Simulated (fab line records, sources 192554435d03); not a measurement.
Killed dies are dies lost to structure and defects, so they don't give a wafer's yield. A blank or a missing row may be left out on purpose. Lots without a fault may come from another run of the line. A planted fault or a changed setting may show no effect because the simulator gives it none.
fab line records | flow n5_finfet
record lots=24 wafers=72 last_day=18
route steps=1938 shown BEOL_M9@1448 BEOL_M11@1539
lots that met no fault: from a run of the same line without faults
start_h: hours from the record's first day to the start of the lot's first wafer shown | wait_h: hours since the lot's step before | " the same as in the row above | L1.1+2: a row that stands for several wafers | - no value, or no start given | * or withheld: withheld | < > ~ a bound
route shown NAME@n: a module of which the file shows steps, and the number in the route of the first | usual: mean/standard deviation of fault-free wafers | same: alike in all rows | chamber/n: place in a boat | sites: the reading at each site | _std_site: their standard deviation | _edge_site: outer sites' mean less inner sites' | radius_mm: how far each site lies from the wafer's centre | mask NAME#n: copy n | behind: the tool/chamber that last shaped the wafer | hold: why the lot was held/for how many hours/how that ended | device: the transistor (n, p or np) that didn't switch | end of line: the same wafers' tests at the end of the route | a step without rows: its recipe alone | killed: dies lost to structure and defects at the first sort, not the wafer's yield | map: a wafer's dies, x killed, . not, _ none there
set.NAME: the setting as run; set.NAME@STEP: as run at that earlier step | model.NAME: the simulator's own value behind a step, which no gauge read
steps of the route over a sample of lots; a table a step, a row a wafer
services: from which hour (start_h, from the record's first day; less than 0 if before it) a tool's chamber was out of use, for how many hours, and why
## steps
# step N5_BEOL_M9_STRIP_80
# recipe chemistry=N2/H2 time_s=10 power_w=450 temp_c=40 pressure_mtorr=20 rf_frequency_hz=6e+07 bias_power_w=7 n2_flow_sccm=200 h2_flow_sccm=200
# usual drypump_motor_current_A=5.7/0.33 oes_product_au=0.77/0.071 rf_vpp_V=59.1/0.81 showerhead_plenum_p_Torr=2.53/0.091 throttle_valve_pct=23.6/0.34
# columns lot.wafer tool chamber start_h wait_h drypump_motor_current_A oes_product_au rf_hours_counter_h rf_vpp_V showerhead_plenum_p_Torr throttle_valve_pct
L075.3 rie_diel-03 3 - - 5.9 0.70 229 59.7 2.52 23.9
L075.4 " 2 " " 5.7 0.76 160 58.8 2.63 23.7
L075.6 " 3 " " 5.9 0.69 - 57.8 2.52 23.9
L074.1 rie_diel-01 1 - - 5.9 0.72 206 59.0 2.43 24.3
L074.4 " 3 " " 5.7 0.76 153 58.5 2.43 23.8
L074.5 " 1 " " 5.9 0.73 - 59.3 2.43 24.3
L078.1 rie_diel-04 2 - - 6.0 0.69 234 59.7 2.41 23.8
L078.2 " 0 " " 5.7 0.79 125 60.2 2.53 23.4
L078.6 " 1 " " 5.7 0.86 - 59.4 2.45 23.2
L076.2 rie_diel-03 2 - - 5.7 0.74 168 59.1 2.62 23.7
L076.3 " 0 " " 5.7 0.84 65 60.4 2.68 24.0
L076.5 " 1 " " 5.3 0.79 - 58.5 2.53 23.3
L079.1 rie_diel-01 3 - - 5.7 0.75 161 57.6 2.42 23.8
L079.2 " 0 " " 5.8 0.81 73 58.9 2.58 23.4
L079.5 " 1 " " 5.9 0.72 - 58.3 2.43 24.3
L081.2 rie_diel-04 0 - - 5.7 0.78 128 59.5 2.52 23.4
L081.5 " 3 " " 5.0 0.76 - 59.9 2.55 23.1
L081.6 " 2 " " 6.0 0.69 - 58.1 2.41 23.8
L080.2 rie_diel-01 2 - - 6.4 0.72 199 60.0 2.62 23.7
L080.3 " 3 " " 5.7 0.74 162 58.7 2.42 23.8
L080.5 " 1 " " 5.9 0.72 - 58.6 2.43 24.3
L077.2 rie_diel-03 3 - - 5.9 0.68 239 58.6 2.51 23.9
L077.3 " 2 " " 5.7 0.74 170 58.4 2.62 23.7
L077.5 " 1 " " 5.4 0.78 - 58.8 2.53 23.3
L082.1 rie_diel-01 3 - - 5.7 0.75 168 58.2 2.42 23.8
L082.2 " 1 " " 5.9 0.71 221 59.6 2.43 24.3
L082.3 " 0 " " 5.7 0.81 80 59.2 2.58 23.4
L083.4 rie_diel-03 3 - - 5.9 0.67 245 58.1 2.51 23.9
L083.5 " 3 " " 5.9 0.68 - 59.5 2.51 23.9
L083.6 " 0 " " 5.8 0.83 - 60.4 2.68 24.0
L085.4 rie_diel-04 2 - - 6.0 0.68 243 59.5 2.41 23.8
L085.5 " 2 " " 6.1 0.68 - 58.8 2.41 23.9
L085.6 " 1 " " 5.7 0.84 - 58.4 2.45 23.2
L084.2 rie_diel-01 2 - - 6.3 0.71 206 58.5 2.61 23.7
L084.3 " 0 " " 5.8 0.81 82 58.0 2.58 23.4
L084.4 " 1 " " 5.9 0.71 223 57.3 2.43 24.3
L087.2 rie_diel-04 2 - - 6.1 0.68 250 59.2 2.41 23.9
L087.3 " 1 " " 5.7 0.83 97 58.1 2.45 23.2
L087.6 " 2 " " 6.0 0.68 - 59.4 2.41 23.9
L086.2 rie_diel-03 1 - - 5.4 0.78 141 59.4 2.53 23.3
L086.4 " 1 " " 5.4 0.78 - 60.0 2.53 23.3
L086.5 " 2 " " 5.7 0.72 - 59.7 2.62 23.7
L088.1 rie_diel-01 3 - - 5.7 0.73 177 60.1 2.42 23.8
L088.3 " 1 " " 5.9 0.70 231 58.0 2.42 24.3
L088.4 " 2 " " 6.3 0.70 213 59.3 2.61 23.7
L090.3 rie_diel-04 3 - - 5.0 0.75 166 58.8 2.54 23.2
L090.4 " 0 " " 5.7 0.77 - 61.4 2.52 23.4
L090.6 " 1 " " 5.7 0.83 - 57.8 2.44 23.2
L093.1 rie_diel-04 2 - - 6.0 1.00 1 59.4 2.73 23.6
L093.2 " 0 " " 5.7 0.76 150 58.9 2.51 23.4
L093.6 " 1 " " 5.7 0.81 - 58.1 2.44 23.2
L089.3 rie_diel-04 0 - - 5.8 0.76 151 59.8 2.51 23.4
L089.4 " 3 " " 5.1 0.75 170 57.9 2.54 23.2
L089.5 " 3 " " 5.0 0.74 - 58.0 2.54 23.2
L092.1 rie_diel-01 0 - - 5.8 0.78 97 60.5 2.57 23.4
L092.4 " 3 " " 5.7 0.73 184 59.4 2.41 23.9
L092.6 " 1 " " 5.9 0.69 - 58.4 2.42 24.3
L091.2 rie_diel-01 0 - - 5.8 0.78 97 60.2 2.57 23.4
L091.4 " 3 " " 5.7 0.73 184 58.5 2.42 23.9
L091.5 " 2 " " 6.3 0.70 - 59.3 2.61 23.7
L094.2 rie_diel-04 2 - - 6.1 0.99 1 58.5 2.73 23.6
L094.3 " 0 " " 5.7 0.76 151 58.5 2.51 23.4
L094.6 " 2 " " 6.1 0.99 - 59.6 2.73 23.6
L096.1 rie_diel-01 3 - - 5.7 0.74 190 59.2 2.41 23.9
L096.2 " 2 " " 6.4 0.69 225 60.9 2.60 23.7
L096.5 " 3 " " 5.7 0.73 - 58.2 2.41 23.9
L095.1 rie_diel-03 0 - - 5.7 0.80 100 59.9 2.66 24.0
L095.3 " 2 " " 5.7 0.71 200 58.7 2.61 23.8
L095.5 " 0 " " 5.7 0.80 - 59.6 2.66 24.0
L097.1 rie_diel-04 2 - - 6.0 0.94 12 59.4 2.72 23.6
L097.2 " 1 " " 5.7 0.81 121 59.2 2.44 23.3
L097.4 " 3 " " 5.0 0.73 180 58.7 2.53 23.2
# step N5_BEOL_M9_ANNEAL_51
# recipe temp_c=225 time_s=90 ambient=N2
# usual wafer_temp_C_max=226.2/0.35
# columns lot.wafer tool chamber start_h wait_h wafer_temp_C_max
L075.3 rtp_anneal-01 0 230.58 0.1 226.3
L075.4 " 0 " " 226.6
L075.6 " 0 " " 226.2
L074.1 rtp_anneal-02 0 231.41 0.7 226.4
L074.4 " 0 " " 225.7
L074.5 " 0 " " 225.8
L078.1 rtp_anneal-01 0 248.97 0.1 226.6
L078.2 " 0 " " 226.9
L078.6 " 0 " " 226.5
L076.2 rtp_anneal-01 0 253.40 0.2 226.4
L076.3 " 0 " " 226.4
L076.5 " 0 " " 226.1
L079.1 rtp_anneal-01 0 257.01 0.1 226.4
L079.2 " 0 " " 226.7
L079.5 " 0 " " 226.0
L081.2 rtp_anneal-01 0 260.31 0.7 226.4
L081.5 " 0 " " 226.5
L081.6 " 0 " " 226.3
L077.2 rtp_anneal-01 0 262.11 0.5 227.1
L077.3 " 0 " " 225.9
L077.5 " 0 " " 226.2
L080.2 rtp_anneal-02 0 262.14 0.4 226.1
L080.3 " 0 " " 225.7
L080.5 " 0 " " 226.4
L082.1 rtp_anneal-02 0 277.54 0.1 226.0
L082.2 " 0 " " 226.1
L082.3 " 0 " " 225.5
L083.4 rtp_anneal-01 0 280.04 0.3 226.4
L083.5 " 0 " " 226.8
L083.6 " 0 " " 227.1
L085.4 rtp_anneal-01 0 281.90 0.2 226.1
L085.5 " 0 " " 225.9
L085.6 " 0 " " 225.8
L084.2 rtp_anneal-01 0 286.55 0.3 226.7
L084.3 " 0 " " 226.4
L084.4 " 0 " " 226.6
L087.2 rtp_anneal-02 0 299.36 0.7 226.1
L087.3 " 0 " " 226.4
L087.6 " 0 " " 226.0
L086.2 rtp_anneal-01 0 303.02 0.5 226.6
L086.4 " 0 " " 226.2
L086.5 " 0 " " 226.2
L088.1 rtp_anneal-01 0 310.66 0.1 226.7
L088.3 " 0 " " 226.1
L088.4 " 0 " " 226.7
L090.3 rtp_anneal-02 0 320.21 0.2 226.0
L090.4 " 0 " " 226.6
L090.6 " 0 " " 226.4
L093.1 rtp_anneal-01 0 328.95 0.5 226.6
L093.2 " 0 " " 226.3
L093.6 " 0 " " 226.8
L092.1 rtp_anneal-02 0 331.15 0.1 225.9
L092.4 " 0 " " 225.8
L092.6 " 0 " " 225.9
L089.3 rtp_anneal-01 0 331.22 0.2 226.1
L089.4 " 0 " " 226.4
L089.5 " 0 " " 226.0
L094.2 rtp_anneal-02 0 331.70 0.1 225.8
L094.3 " 0 " " 225.8
L094.6 " 0 " " 225.6
L091.2 rtp_anneal-02 0 331.97 0.2 226.2
L091.4 " 0 " " 225.9
L091.5 " 0 " " 225.9
L096.1 rtp_anneal-02 0 353.86 0.3 226.7
L096.2 " 0 " " 226.2
L096.5 " 0 " " 226.1
L095.1 rtp_anneal-01 0 354.23 0.2 226.0
L095.3 " 0 " " 226.0
L095.5 " 0 " " 226.5
L097.1 rtp_anneal-01 0 363.39 0.1 226.3
L097.2 " 0 " " 226.6
L097.4 " 0 " " 226.3
# step N5_BEOL_M11_PECVD_70
# recipe material=SiO2 target_thk_a=200 temp_c=400 precursor=TEOS/O2 pressure_torr=5.5 rf_w=450 teos_flow_sccm=53.8 gas=O2 flow_sccm=3000 time_s=22.7
# usual heater_power_w=643/73 rf_fwd_power_W=444.5/1.9 showerhead_plenum_p_Torr=8.78/0.057 throttle_valve_pct=22.1/1.7
# columns lot.wafer tool chamber start_h wait_h heater_power_w rf_fwd_power_W showerhead_plenum_p_Torr throttle_valve_pct
L075.3 pecvd-02 1 241.65 0.0 732 444.2 8.78 22.8
L075.4 " 0 " " 694 442.7 8.74 20.9
L075.6 " 2 " " 614 448.0 8.71 22.3
L074.1 pecvd-01 0 242.53 0.0 572 443.7 8.80 21.6
L074.4 " 2 " " 579 446.0 8.87 19.7
L074.5 " 1 " " 569 447.5 8.71 21.4
L078.1 pecvd-04 0 260.11 0.0 647 444.0 8.76 23.9
L078.2 " 2 " " 658 442.8 8.75 20.7
L078.6 " 2 " " 651 442.0 8.75 20.7
L076.2 pecvd-01 2 263.29 0.0 505 444.8 8.88 20.0
L076.3 " 0 " " 640 444.0 8.78 22.1
L076.5 " 0 " " 653 443.5 8.81 21.9
L079.1 pecvd-04 1 265.89 0.0 710 446.2 8.78 25.6
L079.2 " 0 " " 709 442.6 8.78 23.7
L079.5 " 1 " " 721 447.1 8.80 25.5
L081.2 pecvd-01 2 268.72 0.0 542 446.4 8.90 19.8
L081.5 " 2 " " 505 445.4 8.88 19.9
L081.6 " 0 " " 588 443.7 8.79 21.8
L077.2 pecvd-01 1 269.74 0.0 600 444.5 8.75 21.3
L077.3 " 2 " " 560 446.0 8.88 19.8
L077.5 " 2 " " 551 446.8 8.91 19.9
L080.2 pecvd-01 0 272.22 0.0 654 444.9 8.83 22.1
L080.3 " 2 " " 579 444.6 8.90 20.2
L080.5 " 0 " " 667 444.0 8.78 21.5
L082.1 pecvd-04 1 288.22 0.0 826 445.0 8.80 25.3
L082.2 " 0 " " 606 443.9 8.78 23.7
L082.3 " 2 " " 645 443.3 8.74 20.8
L083.4 pecvd-04 1 289.42 0.1 812 444.1 8.77 25.8
L083.5 " 0 " " 667 445.5 8.78 23.4
L083.6 " 2 " " 533 443.1 8.73 20.6
L085.4 pecvd-01 2 291.28 0.1 480 444.8 8.87 20.1
L085.5 " 0 " " 593 445.1 8.80 22.0
L085.6 " 1 " " 571 446.6 8.72 21.0
L084.2 pecvd-01 0 296.27 0.0 573 444.1 8.82 21.7
L084.3 " 1 " " 622 445.4 8.73 21.6
L084.4 " 0 " " 564 441.1 8.80 21.6
L087.2 pecvd-01 2 307.54 0.0 606 445.8 8.88 19.9
L087.3 " 0 " " 701 444.3 8.80 22.0
L087.6 " 0 " " 705 440.8 8.82 22.0
L086.2 pecvd-04 1 311.78 0.0 715 445.1 8.80 25.8
L086.4 " 2 " " 575 441.9 8.75 20.9
L086.5 " 0 " " 707 444.1 8.78 23.8
L088.1 pecvd-02 1 323.23 0.0 711 446.5 8.80 22.5
L088.3 " 0 " " 699 442.9 8.71 20.8
L088.4 " 2 " " 653 445.2 8.73 22.7
L090.3 pecvd-04 2 329.53 0.0 680 442.7 8.72 20.5
L090.4 " 1 " " 842 443.8 8.80 25.6
L090.6 " 2 " " 683 442.7 8.71 21.3
L093.1 pecvd-01 1 336.98 0.0 614 448.2 8.70 21.1
L093.2 " 0 " " 673 444.1 8.82 21.8
L093.6 " 1 " " 621 447.6 8.72 21.2
L092.1 pecvd-01 0 340.12 0.0 646 443.6 8.81 21.8
L092.4 " 0 " " 659 443.5 8.81 21.8
L092.6 " 1 " " 603 444.4 8.70 21.3
L089.3 pecvd-04 2 340.61 0.0 588 440.3 8.74 21.0
L089.4 " 0 " " 643 442.4 8.78 23.5
L089.5 " 1 " " 687 444.9 8.78 25.7
L094.2 pecvd-04 1 341.03 0.0 786 444.1 8.78 25.7
L094.3 " 2 " " 612 443.1 8.72 20.9
L094.6 " 2 " " 621 443.8 8.71 20.8
L091.2 pecvd-02 1 342.26 0.0 633 450.2 8.78 22.6
L091.4 " 0 " " 752 442.1 8.74 21.0
L091.5 " 1 " " 642 447.8 8.77 22.6
L095.1 pecvd-01 0 364.80 0.0 647 441.1 8.80 21.9
L095.3 " 1 " " 625 444.5 8.72 21.4
L095.5 " 0 " " 663 442.2 8.81 21.7
L096.1 pecvd-04 1 366.77 0.0 740 445.2 8.79 25.4
L096.2 " 0 " " 604 446.5 8.76 23.5
L096.5 " 2 " " 634 442.1 8.76 20.9
L097.1 pecvd-02 2 375.85 0.0 621 446.7 8.70 22.6
L097.2 " 1 " " 679 445.0 8.80 22.7
L097.4 " 0 " " 703 442.4 8.71 20.8
# step N5_BEOL_M11_INSPECT_13
# recipe mode=adi inspect_instrument=brightfield
# usual raw_defect_count=398/73
# columns lot.wafer tool chamber start_h wait_h raw_defect_count
L075.3 defect_inspect-02 - 243.84 0.0 459
L075.4 " - " " 556
L075.6 " - " " 357
L074.1 defect_inspect-02 - 244.13 0.0 372
L074.4 " - " " 331
L074.5 " - " " 471
L078.1 defect_inspect-01 - 262.12 0.0 477
L078.2 " - " " 490
L078.6 " - " " 545
L076.2 defect_inspect-01 - 265.19 0.0 340
L076.3 " - " " 282
L076.5 " - " " 358
L079.1 defect_inspect-01 - 267.55 0.0 332
L079.2 " - " " 304
L079.5 " - " " 392
L081.2 defect_inspect-01 - 270.40 0.0 430
L081.5 " - " " 455
L081.6 " - " " 390
L077.2 defect_inspect-02 - 270.67 0.0 255
L077.3 " - " " 308
L077.5 " - " " 413
L080.2 defect_inspect-02 - 273.43 0.0 389
L080.3 " - " " 362
L080.5 " - " " 289
L082.1 defect_inspect-01 - 290.78 0.0 427
L082.2 " - " " 466
L082.3 " - " " 375
L083.4 defect_inspect-02 - 291.12 0.0 316
L083.5 " - " " 451
L083.6 " - " " 525
L085.4 defect_inspect-01 - 292.64 0.0 589
L085.5 " - " " 460
L085.6 " - " " 487
L084.2 defect_inspect-02 - 298.07 0.0 443
L084.3 " - " " 385
L084.4 " - " " 413
L087.2 defect_inspect-02 - 309.21 0.0 466
L087.3 " - " " 320
L087.6 " - " " 355
L086.2 defect_inspect-02 - 313.66 0.0 342
L086.4 " - " " 418
L086.5 " - " " 500
L088.1 defect_inspect-01 - 324.06 0.0 299
L088.3 " - " " 357
L088.4 " - " " 320
L090.3 defect_inspect-01 - 331.19 0.0 394
L090.4 " - " " 305
L090.6 " - " " 448
L093.1 defect_inspect-01 - 338.78 0.0 334
L093.2 " - " " 389
L093.6 " - " " 368
L092.1 defect_inspect-01 - 344.86 0.0 308
L092.4 " - " " 444
L092.6 " - " " 450
L089.3 defect_inspect-02 - 345.08 0.0 388
L089.4 " - " " 358
L089.5 " - " " 420
L094.2 defect_inspect-02 - 345.25 0.0 441
L094.3 " - " " 366
L094.6 " - " " 289
L091.2 defect_inspect-01 - 345.41 0.0 375
L091.4 " - " " 470
L091.5 " - " " 364
L095.1 defect_inspect-01 - 367.32 0.0 415
L095.3 " - " " 432
L095.5 " - " " 382
L096.1 defect_inspect-02 - 368.14 0.0 647
L096.2 " - " " 503
L096.5 " - " " 429
L097.1 defect_inspect-01 - 378.10 0.0 474
L097.2 " - " " 570
L097.4 " - " " 366
# step N5_BEOL_M11_HM_OPEN_17
# recipe chemistry=Cl2/BCl3 target_depth_a=200 overetch_a=60 target=TiN mask_material=SOC ion_energy_ev=150 pressure_mtorr=10 icp_w=1000 bias_w=126 Cl2_flow_sccm=53.25 bcl3_flow_sccm=21.75 Ar_flow_sccm=25
# usual drypump_motor_current_A=5.7/0.5 oes_product_au=0.68/0.074 rf_fwd_power_W=993/3.7 throttle_valve_pct=22.04/0.27
# columns lot.wafer tool chamber start_h wait_h drypump_motor_current_A oes_product_au rf_fwd_power_W rf_hours_counter_h throttle_valve_pct
L075.3 rie_metal-01 0 244.19 0.1 5.0 0.74 993 - 22.15
L075.4 " 1 " " 5.7 0.74 998 - 21.93
L075.6 " 0 " " 5.0 0.74 989 - 22.13
L074.1 rie_metal-02 1 244.45 0.0 6.5 0.80 995 5 21.95
L074.4 " 1 " " 6.5 0.81 992 - 21.93
L074.5 " 0 " " 5.5 0.70 992 - 22.50
L078.1 rie_metal-02 1 262.58 0.0 6.5 0.79 993 7 21.94
L078.2 " 0 " " 5.6 0.69 996 36 22.50
L078.6 " 0 " " 5.6 0.69 995 - 22.52
L076.2 rie_metal-03 1 265.49 0.0 5.6 0.60 993 73 21.68
L076.3 " 1 " " 5.6 0.60 993 - 21.68
L076.5 " 1 " " 5.6 0.62 992 - 21.66
L079.1 rie_metal-03 1 267.85 0.0 5.6 0.61 999 73 21.68
L079.2 " 0 " " 5.3 0.59 990 78 22.00
L079.5 " 0 " " 5.3 0.59 986 - 22.02
L081.2 rie_metal-03 0 270.71 0.0 5.3 0.59 989 78 21.97
L081.5 " 0 " " 5.3 0.58 989 - 22.00
L081.6 " 1 " " 5.6 0.61 989 - 21.67
L077.2 rie_metal-02 1 271.00 0.0 6.6 0.80 985 8 21.93
L077.3 " 1 " " 6.5 0.78 989 - 21.94
L077.5 " 0 " " 5.6 0.69 988 - 22.48
L080.2 rie_metal-02 0 273.73 0.0 5.5 0.69 987 36 22.50
L080.3 " 1 " " 6.6 0.78 990 - 21.96
L080.5 " 1 " " 6.5 0.80 992 - 21.92
L082.1 rie_metal-01 1 291.09 0.0 5.7 0.74 994 19 21.95
L082.2 " 0 " " 5.0 0.73 990 16 22.14
L082.3 " 1 " " 5.7 0.73 992 - 21.95
L083.4 rie_metal-01 1 291.45 0.1 5.7 0.74 1001 - 21.94
L083.5 " 0 " " 5.0 0.73 992 - 22.13
L083.6 " 1 " " 5.7 0.74 996 - 21.94
L085.4 rie_metal-03 1 293.28 0.1 5.6 0.61 991 - 21.66
L085.5 " 0 " " 5.3 0.59 989 - 21.99
L085.6 " 1 " " 5.6 0.60 988 - 21.68
L084.2 rie_metal-03 0 298.49 0.1 5.3 0.58 988 81 21.99
L084.3 " 1 " " 5.6 0.59 997 - 21.70
L084.4 " 0 " " 5.3 0.58 995 - 22.01
L087.2 rie_metal-03 1 309.72 0.0 5.6 0.60 994 77 21.70
L087.3 " 1 " " 5.6 0.61 992 - 21.67
L087.6 " 1 " " 5.6 0.60 996 - 21.69
L086.2 rie_metal-02 0 314.44 0.0 5.6 0.68 991 39 22.52
L086.4 " 0 " " 5.6 0.67 990 - 22.51
L086.5 " 0 " " 5.6 0.68 993 - 22.52
L088.1 rie_metal-01 1 324.37 0.0 5.7 0.71 1002 23 21.97
L088.3 " 0 " " 5.0 0.72 992 - 22.16
L088.4 " 1 " " 5.7 0.71 1002 - 21.96
L090.3 rie_metal-02 1 331.55 0.1 6.5 0.76 995 - 21.97
L090.4 " 1 " " 6.5 0.77 990 - 21.95
L090.6 " 1 " " 6.6 0.76 994 - 21.97
L093.1 rie_metal-02 0 339.09 0.0 5.6 0.67 992 41 22.52
L093.2 " 1 " " 6.5 0.76 1001 15 21.94
L093.6 " 0 " " 5.6 0.68 996 - 22.54
L092.1 rie_metal-03 1 345.16 0.0 5.6 0.59 992 80 21.70
L092.4 " 1 " " 5.6 0.59 997 - 21.67
L092.6 " 0 " " 5.3 0.56 993 - 22.02
L089.3 rie_metal-03 0 345.48 0.1 5.3 0.57 991 - 22.02
L089.4 " 1 " " 5.6 0.60 999 - 21.70
L089.5 " 1 " " 5.6 0.60 998 - 21.69
L094.2 rie_metal-01 0 345.71 0.0 5.0 0.71 989 23 22.18
L094.3 " 0 " " 5.0 0.72 992 - 22.17
L094.6 " 1 " " 5.6 0.72 991 - 21.97
L091.2 rie_metal-03 1 345.97 0.0 5.6 0.59 999 80 21.69
L091.4 " 1 " " 5.6 0.59 997 - 21.70
L091.5 " 0 " " 5.3 0.58 992 - 22.01
L095.1 rie_metal-02 0 367.62 0.0 5.6 0.66 995 43 22.54
L095.3 " 0 " " 5.6 0.67 986 - 22.54
L095.5 " 0 " " 5.6 0.67 992 - 22.51
L096.1 rie_metal-02 1 368.45 0.0 6.5 0.75 993 17 21.96
L096.2 " 0 " " 5.5 0.66 991 43 22.55
L096.5 " 1 " " 6.5 0.75 991 - 21.98
L097.1 rie_metal-02 1 378.56 0.0 6.5 0.73 993 18 22.01
L097.2 " 0 " " 5.6 0.67 996 45 22.53
L097.4 " 1 " " 6.6 0.74 996 - 21.95
# step N5_BEOL_M11_STRIP_19
# recipe chemistry=O2 power_w=400 temp_c=40 pressure_mtorr=30 rf_frequency_hz=6e+07 bias_power_w=0 overash_fraction=0.2 o2_flow_sccm=225
# usual drypump_motor_current_A=5.7/0.32 oes_product_au=0.78/0.075 rf_vpp_V=3.6/0.64 showerhead_plenum_p_Torr=2.10/0.067 throttle_valve_pct=16.70/0.22
# columns lot.wafer tool chamber start_h wait_h drypump_motor_current_A oes_product_au rf_hours_counter_h rf_vpp_V showerhead_plenum_p_Torr throttle_valve_pct
L075.3 rie_diel-04 1 244.29 0.1 5.7 0.85 81 4.5 2.07 16.60
L075.4 " 3 " " 5.0 0.75 140 3.8 2.09 16.29
L075.6 " 3 " " 5.0 0.75 - 4.4 2.09 16.34
L074.1 rie_diel-01 3 244.56 0.1 5.7 0.75 158 3.2 1.99 16.77
L074.4 " 2 " " 6.3 0.71 195 3.5 2.18 16.78
L074.5 " 3 " " 5.7 0.74 - 2.8 1.99 16.74
L078.1 rie_diel-04 2 263.08 0.5 6.0 0.68 238 3.5 1.98 16.84
L078.2 " 1 " " 5.7 0.85 86 3.8 2.06 16.63
L078.6 " 3 " " 5.0 0.75 - 3.5 2.09 16.33
L076.2 rie_diel-01 2 265.60 0.1 6.4 0.72 201 3.0 2.18 16.80
L076.3 " 1 " " 5.9 0.71 219 3.6 2.01 16.98
L076.5 " 0 " " 5.8 0.81 - 3.4 2.15 16.55
L079.1 rie_diel-01 0 267.96 0.1 5.8 0.80 78 3.5 2.15 16.56
L079.2 " 1 " " 5.9 0.71 219 3.5 2.01 16.99
L079.5 " 3 " " 5.7 0.75 - 3.1 1.98 16.76
L081.2 rie_diel-04 3 270.82 0.1 5.0 0.76 147 3.6 2.09 16.31
L081.5 " 2 " " 6.0 0.68 - 1.8 1.98 16.84
L081.6 " 1 " " 5.7 0.83 - 3.6 2.06 16.62
L077.2 rie_diel-03 3 271.11 0.1 5.9 0.68 244 3.2 2.07 16.92
L077.3 " 2 " " 5.7 0.73 174 3.8 2.16 16.96
L077.5 " 3 " " 5.9 0.68 - 3.5 2.07 16.93
L080.2 rie_diel-03 0 273.84 0.1 5.7 0.83 72 2.8 2.20 16.80
L080.3 " 2 " " 5.6 0.73 175 3.1 2.16 16.97
L080.5 " 3 " " 5.9 0.68 - 3.8 2.07 16.92
L082.1 rie_diel-04 2 291.32 0.2 6.0 0.66 247 2.9 1.98 16.85
L082.2 " 3 " " 5.1 0.74 154 2.8 2.09 16.33
L082.3 " 1 " " 5.7 0.84 95 3.2 2.06 16.64
L083.4 rie_diel-03 1 291.53 0.1 5.3 0.78 138 3.6 2.09 16.49
L083.5 " 2 " " 5.6 0.73 - 4.4 2.16 16.96
L083.6 " 1 " " 5.4 0.79 - 3.4 2.09 16.49
L085.4 rie_diel-03 2 293.39 0.1 5.7 0.72 - 3.6 2.16 16.96
L085.5 " 0 " " 5.7 0.81 - 3.5 2.19 16.83
L085.6 " 1 " " 5.4 0.78 - 4.2 2.09 16.49
L084.2 rie_diel-03 2 298.61 0.1 5.7 0.72 183 3.8 2.16 16.96
L084.3 " 0 " " 5.7 0.82 80 3.5 2.19 16.81
L084.4 " 2 " " 5.7 0.72 - 3.3 2.16 16.99
L087.2 rie_diel-04 0 309.85 0.1 5.7 0.76 143 4.5 2.12 16.88
L087.3 " 1 " " 5.7 0.83 103 3.9 2.06 16.67
L087.6 " 1 " " 5.7 0.82 - 5.0 2.06 16.66
L086.2 rie_diel-04 3 314.55 0.1 5.0 0.74 165 2.4 2.08 16.36
L086.4 " 3 " " 5.0 0.74 - 5.2 2.08 16.37
L086.5 " 1 " " 5.7 0.82 - 3.7 2.06 16.67
L088.1 rie_diel-04 1 324.59 0.2 5.7 0.82 109 3.6 2.06 16.67
L088.3 " 0 " " 5.7 0.76 150 3.9 2.12 16.93
L088.4 " 3 " " 5.0 0.74 169 4.1 2.08 16.35
L090.3 rie_diel-03 0 331.84 0.3 5.7 0.81 94 5.0 2.19 16.84
L090.4 " 3 " " 5.9 0.96 3 4.2 2.07 16.45
L090.6 " 2 " " 5.7 0.71 - 4.5 2.15 16.99
L093.1 rie_diel-03 1 339.21 0.1 5.4 0.76 156 3.8 2.08 16.53
L093.2 " 3 " " 5.9 0.96 5 2.9 2.07 16.44
L093.6 " 0 " " 5.7 0.81 - 3.6 2.19 16.85
L092.1 rie_diel-01 2 345.42 0.2 6.4 0.71 223 4.5 2.17 16.82
L092.4 " 0 " " 5.8 0.78 102 2.3 2.14 16.59
L092.6 " 0 " " 5.8 0.78 - 2.6 2.14 16.60
L089.3 rie_diel-03 3 345.68 0.2 5.9 0.94 7 4.0 2.06 16.44
L089.4 " 0 " " 5.7 0.79 - 4.7 2.19 16.86
L089.5 " 1 " " 5.3 0.74 - 3.2 2.08 16.55
L094.2 rie_diel-04 2 345.82 0.1 6.0 0.95 6 3.3 2.24 16.40
L094.3 " 1 " " 5.7 0.82 115 3.5 2.05 16.70
L094.6 " 2 " " 6.0 0.98 - 3.2 2.24 16.41
L091.2 rie_diel-03 1 346.09 0.1 5.3 0.75 158 3.3 2.08 16.54
L091.4 " 1 " " 5.4 0.75 - 3.0 2.08 16.54
L091.5 " 0 " " 5.7 0.80 - 3.9 2.19 16.87
L095.1 rie_diel-04 1 367.74 0.1 5.7 0.80 123 5.0 2.05 16.72
L095.3 " 2 " " 6.0 0.94 14 3.8 2.23 16.43
L095.5 " 3 " " 5.0 0.73 - 2.9 2.08 16.39
L096.1 rie_diel-03 3 368.56 0.1 5.9 0.92 16 4.5 2.06 16.48
L096.2 " 1 " " 5.4 0.75 162 4.4 2.08 16.54
L096.5 " 2 " " 5.6 0.70 - 4.2 2.15 17.02
L097.1 rie_diel-01 3 378.67 0.1 5.7 0.73 197 3.4 1.97 16.86
L097.2 " 2 " " 6.3 0.68 233 3.3 2.17 16.88
L097.4 " 0 " " 5.8 0.76 - 4.6 2.14 16.60
## services
# columns tool chamber start_h hours kind
rie_diel-01 - 207.15 2.3 repair
rtp_anneal-01 - 214.33 2.1 pm
pecvd-01 - 222.27 2.8 pm
rie_diel-01 - 229.78 2.5 repair
pecvd-01 0 237.40 3.7 repair
pecvd-01 2 250.46 9.1 repair
rie_diel-03 - 262.64 0.5 repair
rie_metal-03 - 272.79 0.3 repair
rie_diel-04 0 289.58 7.4 repair
rie_metal-02 - 297.91 1.1 repair
rie_diel-04 2 306.17 5.3 repair
rie_diel-04 2 311.66 - clean
rie_diel-04 2 311.66 - consumable_replace:focus_ring
rie_diel-04 2 311.66 - consumable_replace:showerhead
rie_diel-04 2 311.66 12.8 scheduled_down
rie_diel-04 2 311.66 12.8 vent_cycle
rie_metal-02 0 325.16 6.6 repair
rie_metal-03 1 330.96 1.0 repair
pecvd-04 - 331.13 1.0 repair
rie_diel-03 2 342.53 6.8 repair
rie_diel-04 0 344.79 4.5 repair
rie_diel-01 3 352.67 2.8 repair
rie_metal-01 - 366.21 14.6 pm
rie_metal-02 1 371.12 5.9 repair
## key
fault none
